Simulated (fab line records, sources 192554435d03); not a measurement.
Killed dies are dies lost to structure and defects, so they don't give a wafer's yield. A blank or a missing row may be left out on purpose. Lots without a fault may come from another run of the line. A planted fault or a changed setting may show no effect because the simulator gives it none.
Chamber matching | flow n5_finfet | N5_BEOL_M4_ETCH_74 on rie_diel-01: 4 sister chambers
The step etches underlayer in N2/H2, target depth 6.5 nm, time 5.2 s. 20 wafers are shown with their chamber, then 10 later ones without.

WAFERS WITH THEIR CHAMBER
wafer  | chamber | showerhead_plenum_p_Torr (Torr) | throttle_valve_pct (%) | drypump_motor_current_A (A)
L075.1 | 0       | 2.64                            | 18.00                  | 5.5
L075.2 | 1       | 2.41                            | 18.39                  | 5.4
L075.6 | 3       | 2.51                            | 17.82                  | 5.5
L074.3 | 0       | 2.64                            | 17.99                  | 5.5
L074.5 | 0       | 2.64                            | 18.00                  | 5.5
L074.6 | 3       | 2.51                            | 17.81                  | 5.5
L077.2 | 1       | 2.41                            | 18.42                  | 5.3
L077.5 | 2       | 2.53                            | 17.98                  | 5.9
L077.6 | 1       | 2.41                            | 18.39                  | 5.3
L084.2 | 2       | 2.52                            | 18.01                  | 5.9
L084.3 | 0       | 2.63                            | 18.05                  | 5.5
L084.5 | 2       | 2.52                            | 18.01                  | 5.8
L082.1 | 0       | 2.63                            | 18.03                  | 5.5
L082.3 | 3       | 2.50                            | 17.85                  | 5.5
L082.4 | 2       | 2.52                            | 18.01                  | 5.8
L087.1 | 2       | 2.52                            | 18.05                  | 5.8
L087.3 | 1       | 2.40                            | 18.43                  | 5.3
L087.6 | 3       | 2.50                            | 17.86                  | 5.5
L089.2 | 0       | 2.63                            | 18.02                  | 5.5
L089.5 | 2       | 2.52                            | 18.02                  | 5.8

SIGNATURES (means of the wafers above)
reading                  | chamber 0 | chamber 1 | chamber 2 | chamber 3 | scatter within a chamber
showerhead_plenum_p_Torr | 2.6350    | 2.4075    | 2.5217    | 2.5050    | 0.00505
throttle_valve_pct       | 18.0150   | 18.4075   | 18.0133   | 17.8350   | 0.0224
drypump_motor_current_A  | 5.500     | 5.325     | 5.833     | 5.500     | 0.0361
Rule: a wafer's distance from a chamber is the root of the sum, over the readings, of the square of ((its reading less the chamber's mean) divided by the reading's scatter). The wafer belongs to the nearest chamber; if the next one is less than 2 further off, it can't be placed. The scatter: the root of (the sum of the squares of (reading less its chamber's mean) over the shown wafers, divided by (wafers less chambers)).

WAFERS WITHOUT THEIR CHAMBER
wafer  | showerhead_plenum_p_Torr (Torr) | throttle_valve_pct (%) | drypump_motor_current_A (A)
L089.6 | 2.40                            | 18.45                  | 5.3
L093.1 | 2.51                            | 18.05                  | 5.8
L093.2 | 2.63                            | 18.04                  | 5.5
L093.4 | 2.49                            | 17.87                  | 5.5
L095.3 | 2.63                            | 18.06                  | 5.5
L095.5 | 2.49                            | 17.87                  | 5.5
L095.6 | 2.51                            | 18.06                  | 5.8
L097.2 | 2.62                            | 18.10                  | 5.5
L097.3 | 2.71                            | 18.03                  | 5.4
L097.5 | 2.49                            | 17.89                  | 5.5

WHICH CHAMBER EACH WENT THROUGH
wafer  | from the rows above | in truth
L089.6 | 1                   | 1
L093.1 | 2                   | 2
L093.2 | 0                   | 0
L093.4 | 3                   | 3
L095.3 | 0                   | 0
L095.5 | 3                   | 3
L095.6 | 2                   | 2
L097.2 | 0                   | 0
L097.3 | 0                   | 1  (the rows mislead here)
L097.5 | 3                   | 3
Placed correctly: 9 of 10. Can't be placed from these rows: 0. Placed wrongly: 1.
